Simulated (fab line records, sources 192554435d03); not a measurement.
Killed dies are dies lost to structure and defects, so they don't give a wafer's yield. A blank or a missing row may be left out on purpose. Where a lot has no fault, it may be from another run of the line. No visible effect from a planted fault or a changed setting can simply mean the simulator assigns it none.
Struck lot and sound lot, side by side | flow n5-finfet | 38 steps out of a route of 1938
Sound: these wafers, L961.1, L961.2, L961.5. Struck: wafers L964.1, L964.5. The cause is named last.
Order at every step that has rows: each side's tool, ch and its chambers, its first start. Under that, the readings that differ: sound wafers | struck wafers | difference of the means | sigmas: that difference in standard deviations of wafers without a fault.
alike: a reading whose means differ by less than 2 such deviations, as well as words and numbers matching on both sides. not compared: withheld readings; readings where some wafer has no value; bounds like >300 that might hide an equal value; numbers whose values overlap and for which the record gives no deviation.
A row with sigmas, a row that says differs or no value, or rows on one side alone: a step with any of these is where the two part. Non-overlapping numbers with no deviation appear without sigmas and do not part them. Lack of a reading on every wafer of one side parts them only where that side has two or more wafers.

first, 9 steps without rows for these wafers: N5_BEOL_M1_ANNEAL_95 (time 240 s); N5_BEOL_M1_SPUTTER_96 (material Cu, target thk 4.5 nm, time 8.29 s); N5_BEOL_M1_ECD_50 (material Cu, target thk 300 nm); N5_BEOL_M1_ANNEAL_51 (time 90 s); N5_BEOL_M1_CMP_52 (polishes, stops on SiOC, t overpolish 6.8 s, target thk 40 nm); N5_BEOL_M1_PRE_CLEAN_60 (time 15 s); N5_BEOL_M1_CO_CAP_55 (material Co, precursor CCTBA/H2, target thk 2 nm, time 102.1 s); N5_BEOL_M1_PRE_CLEAN_56 (time 15 s); N5_BEOL_M1_DEP_57 (deposits SiCN from 3MS/NH3, target thk 8 nm, time 14 s).
N5_BEOL_M2_ILD_DEP_00: deposits SiOC from DEMS/O2, target thk 79 nm, time 15.3 s.
  sound on pecvd-02 ch 0,1, day 9 18:23; struck on pecvd-03 ch 0,1, day 10 13:43
  reading                                      | sound        | struck    | difference | sigmas
  model.SiOC_of_BEOL_M2_ILD_DEP_00.thk-nm (nm) | 77.8 79 79.2 | 58.4 58.2 | -20.4      |
  alike: heater-power-w, showerhead-plenum-p-Torr, throttle-valve-pct
N5_BEOL_M2_THK_MEAS_01:
  sound on film-metro-01 at day 9 18:28; struck on film-metro-02 at day 10 13:47
  reading         | sound          | struck    | difference | sigmas
  M2_ILD_THK (nm) | 77.8 79.0 79.3 | 58.5 58.1 | -20.4      | -19
then, 24 steps without rows for these wafers: N5_BEOL_M2_PECVD_72 (deposits SiO2 from TEOS/O2, target thk 16 nm, time 18 s); N5_BEOL_M2_HM_DEP_02 (deposits TiN, target thk 20 nm); N5_BEOL_M2_COAT_61 (time 60 s, resist thk 60 nm); N5_BEOL_M2_COAT_62 (time 60 s, resist thk 12 nm); N5_BEOL_M2_COAT_73 (time 60 s, resist thk 5 nm); N5_BEOL_M2_COAT_05 (resist thk 30 nm); N5_BEOL_M2_EBR_07; N5_BEOL_M2_SOFTBAKE_06 (time 60 s); N5_BEOL_M2_EXPOSE_08 (exposes mask M2); N5_BEOL_M2_PEB_09 (peb time 60 s); N5_BEOL_M2_DEVELOP_10 (develop time 30 s); N5_BEOL_M2_DESCUM_16 (chemistry O2, time 7 s); N5_BEOL_M2_ETCH_74 (etches underlayer in N2/H2, target depth 6.5 nm, time 5.2 s); N5_BEOL_M2_ETCH_63 (etches SiARC in CF4, target depth 15.6 nm, time 26 s); N5_BEOL_M2_ETCH_64 (etches SOC in N2/H2, target depth 75 nm, overetch 22.5 nm, time 121.9 s); N5_BEOL_M2_STRIP_65 (strips in N2/H2); N5_BEOL_M2_STRIP_75 (strips in N2/H2); N5_BEOL_M2_STRIP_66 (strips in CF4); N5_BEOL_M2_HM_OPEN_17 (chemistry Cl2/BCl3, target TiN, target depth 20 nm, overetch 6 nm); N5_BEOL_M2_STRIP_19 (strips in O2); N5_BEOL_M2_COAT_67 (time 60 s, resist thk 60 nm); N5_BEOL_M2_COAT_68 (time 60 s, resist thk 12 nm); N5_BEOL_M2_COAT_76 (time 60 s, resist thk 5 nm); N5_BEOL_M2_COAT_22 (resist thk 30 nm).
N5_BEOL_M2_CMP_52: polishes, stops on SiOC, t overpolish 6.8 s, target thk 40 nm.
  sound on cmp-02 ch 0,1,2, day 10 04:01; struck on cmp-02 ch 1,3, day 10 22:21
  reading                                      | sound        | struck    | difference | sigmas
  model.SiOC_of_BEOL_M2_ILD_DEP_00.thk-nm (nm) | 74.8 76 76.2 | 55.4 55.2 | -20.4      |
  alike: clearing-platen-rpm, motor-current-A
N5_BEOL_M4_RC_MEAS_101:
  sound on prober-01 ch 0, day 11 02:55; struck on prober-02 ch 0, day 11 22:49
  alike: DIBL_N, DIBL_P, IOFF_N, IOFF_P, ION_N, ION_P, SS_N, SS_P, VT_N, VT_P
-- the record jumps here: 5 days lie between the struck wafers' starts before and after (it left off in module BEOL_M4 and takes up again in module PASSIVATION, whose first step shown is number 1936 of the route) --
N5_PASSIVATION_PROBE_49:
  sound on prober-02 at day 15 11:45; struck on prober-01 at day 16 16:52
  reading                | sound | struck | difference | sigmas
  sort_bin_4_leakage (%) | 0 0 0 | 0 0.17 | +0         | +6
  alike: defect-limited-yield, killed_at_M0_to_M3, killed_at_M4_up, killed-at-contacts, killed-at-front-end, killed-at-other, killed-dies, killed-open, killed-short, sort_bin_5_function, sort_bin_6_memory, sort-n-pass, sort-yield-pct

WHERE THEY PART
Last at N5_PASSIVATION_PROBE_49 as far as this record goes, first at N5_BEOL_M2_THK_MEAS_01.

WHY: whatever the simulator had introduced
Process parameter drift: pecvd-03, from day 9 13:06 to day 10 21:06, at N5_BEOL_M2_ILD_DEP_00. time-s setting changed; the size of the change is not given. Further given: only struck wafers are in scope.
